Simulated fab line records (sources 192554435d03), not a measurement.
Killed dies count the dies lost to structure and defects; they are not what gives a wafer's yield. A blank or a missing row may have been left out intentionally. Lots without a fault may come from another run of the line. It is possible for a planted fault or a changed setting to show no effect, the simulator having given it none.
Split-lot study :: flow n5 finfet :: 7 lots, 21 wafers read, on a route of 1938 steps

## THE SPLIT ITSELF
At N5_BEOL_M11_ETCH_66 (etches SOC in N2/H2, target depth 120 nm, overetch 24 nm, time 180 s), the setting time s was moved away from the recipe's 180 s on 8 of the 21 wafers read, by -11.2% to +21.1%. All remaining wafers had this setting at the recipe value.

The reading comes from the split's own step.

## THE READING
SiARC_of_BEOL_M11_COAT_64.thk nm (the simulator's own value, which no gauge read), in nm, at N5_BEOL_M11_ETCH_66 (etches SOC in N2/H2, target depth 120 nm, overetch 24 nm, time 180 s). No usual value for it is given in the file. The 13 wafers here that ran the recipe average 22.8 nm, standard deviation 0.23 nm.

wafer: L077.2
tool, chamber at the split: rie diel-05, 0
time s as run, s: 217.9
against the recipe: +21.1%
SiARC_of_BEOL_M11_COAT_64.thk nm, nm: 21.4
against lot-mates on the recipe: -1.4

wafer: L077.5
tool, chamber at the split: rie diel-05, 0
time s as run, s: 180
against the recipe: recipe
SiARC_of_BEOL_M11_COAT_64.thk nm, nm: 22.8
against lot-mates on the recipe: -

wafer: L077.6
tool, chamber at the split: rie diel-05, 3
time s as run, s: 217.9
against the recipe: +21.1%
SiARC_of_BEOL_M11_COAT_64.thk nm, nm: 21.2
against lot-mates on the recipe: -1.6

wafer: L076.2
tool, chamber at the split: rie diel-02, 1
time s as run, s: 180
against the recipe: recipe
SiARC_of_BEOL_M11_COAT_64.thk nm, nm: 23
against lot-mates on the recipe: -

wafer: L076.6
tool, chamber at the split: rie diel-02, 1
time s as run, s: 180
against the recipe: recipe
SiARC_of_BEOL_M11_COAT_64.thk nm, nm: 23
against lot-mates on the recipe: -

wafer: L076.3
tool, chamber at the split: rie diel-02, 3
time s as run, s: 180
against the recipe: recipe
SiARC_of_BEOL_M11_COAT_64.thk nm, nm: 22.6
against lot-mates on the recipe: -

wafer: L086.1
tool, chamber at the split: rie diel-05, 2,0
time s as run, s: 214.7
against the recipe: +19.3%
SiARC_of_BEOL_M11_COAT_64.thk nm, nm: 21.4
against lot-mates on the recipe: -1.4

wafer: L086.3
tool, chamber at the split: rie diel-05, 2,0
time s as run, s: 214.7
against the recipe: +19.3%
SiARC_of_BEOL_M11_COAT_64.thk nm, nm: 21.4
against lot-mates on the recipe: -1.4

wafer: L086.5
tool, chamber at the split: rie diel-05, 2
time s as run, s: 180
against the recipe: recipe
SiARC_of_BEOL_M11_COAT_64.thk nm, nm: 22.8
against lot-mates on the recipe: -

wafer: L084.2
tool, chamber at the split: rie diel-02, 3
time s as run, s: 180
against the recipe: recipe
SiARC_of_BEOL_M11_COAT_64.thk nm, nm: 22.6
against lot-mates on the recipe: -

wafer: L084.4
tool, chamber at the split: rie diel-02, 1,2
time s as run, s: 180
against the recipe: recipe
SiARC_of_BEOL_M11_COAT_64.thk nm, nm: 23
against lot-mates on the recipe: -

wafer: L084.6
tool, chamber at the split: rie diel-02, 1,2
time s as run, s: 180
against the recipe: recipe
SiARC_of_BEOL_M11_COAT_64.thk nm, nm: 23
against lot-mates on the recipe: -

wafer: L087.1
tool, chamber at the split: rie diel-05, 2
time s as run, s: 180
against the recipe: recipe
SiARC_of_BEOL_M11_COAT_64.thk nm, nm: 22.6
against lot-mates on the recipe: -

wafer: L087.2
tool, chamber at the split: rie diel-05, 0,3
time s as run, s: 217.4
against the recipe: +20.8%
SiARC_of_BEOL_M11_COAT_64.thk nm, nm: 21
against lot-mates on the recipe: -1.6

wafer: L087.5
tool, chamber at the split: rie diel-05, 0,3
time s as run, s: 217.4
against the recipe: +20.8%
SiARC_of_BEOL_M11_COAT_64.thk nm, nm: 21
against lot-mates on the recipe: -1.6

wafer: L096.3
tool, chamber at the split: rie diel-05, 0
time s as run, s: 159.9
against the recipe: -11.2%
SiARC_of_BEOL_M11_COAT_64.thk nm, nm: 23.4
against lot-mates on the recipe: +1.0

wafer: L096.4
tool, chamber at the split: rie diel-05, 1
time s as run, s: 159.9
against the recipe: -11.2%
SiARC_of_BEOL_M11_COAT_64.thk nm, nm: 23.2
against lot-mates on the recipe: +0.8

wafer: L096.6
tool, chamber at the split: rie diel-05, 1
time s as run, s: 180
against the recipe: recipe
SiARC_of_BEOL_M11_COAT_64.thk nm, nm: 22.4
against lot-mates on the recipe: -

wafer: L094.1
tool, chamber at the split: rie diel-02, 0,3
time s as run, s: 180
against the recipe: recipe
SiARC_of_BEOL_M11_COAT_64.thk nm, nm: 22.6
against lot-mates on the recipe: -

wafer: L094.6
tool, chamber at the split: rie diel-02, 0,3
time s as run, s: 180
against the recipe: recipe
SiARC_of_BEOL_M11_COAT_64.thk nm, nm: 22.6
against lot-mates on the recipe: -

wafer: L094.5
tool, chamber at the split: rie diel-02, 2
time s as run, s: 180
against the recipe: recipe
SiARC_of_BEOL_M11_COAT_64.thk nm, nm: 23.2
against lot-mates on the recipe: -
The file does not say which wafer passed through which chamber wherever a row lists several chambers: such a row stands for several wafers.

FIT RESULTS
A straight line over all 21 wafers: SiARC_of_BEOL_M11_COAT_64.thk nm changes by -0.0715 nm for each +1% of time s; r = -0.96; the points scatter about the line by 0.23 nm.
The same after taking each lot's own level away (the mean of its wafers on the recipe; 21 wafers): -0.0747 nm for each +1%; r = -0.98; scatter 0.16 nm.
The reading moves by 1.6 nm for the largest change in time s, on that fit.
The span of the lots' own levels, 22.40 to 22.87 nm, comes to 2.0 times the standard deviation stated above.
So the lot-to-lot level changes the slope little: the two slopes agree.
Check: -1.59 nm against its lot-mates is what the line predicts for one of the wafers moved furthest among these (+21.1%) when that wafer is left out of the fit. Against them it came out at -1.4 nm.

## THE OTHER SPLITS THESE WAFERS WENT THROUGH
These wafers also went through other splits before the reading. Each is held against what the fit with the lots' levels taken away leaves over:
other split on the same wafers: N5_BEOL_M7_EXPOSE_08 dose mj
wafers away from the commonest value: 7
r with SiARC_of_BEOL_M11_COAT_64.thk nm (lot level and that fit taken away): -0.14

other split on the same wafers: N5_BEOL_M9_COAT_05 spin rpm
wafers away from the commonest value: 5
r with SiARC_of_BEOL_M11_COAT_64.thk nm (lot level and that fit taken away): -0.03

other split on the same wafers: N5_BEOL_M10_COAT_63 spin rpm
wafers away from the commonest value: 10
r with SiARC_of_BEOL_M11_COAT_64.thk nm (lot level and that fit taken away): +0.02

other split on the same wafers: N5_BEOL_M10_COAT_22 spin rpm
wafers away from the commonest value: 5
r with SiARC_of_BEOL_M11_COAT_64.thk nm (lot level and that fit taken away): -0.19

## FILE'S OWN FIT
SiARC_of_BEOL_M11_COAT_64.thk nm changes by -0.0743 nm for each +1% of time s, r = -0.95.
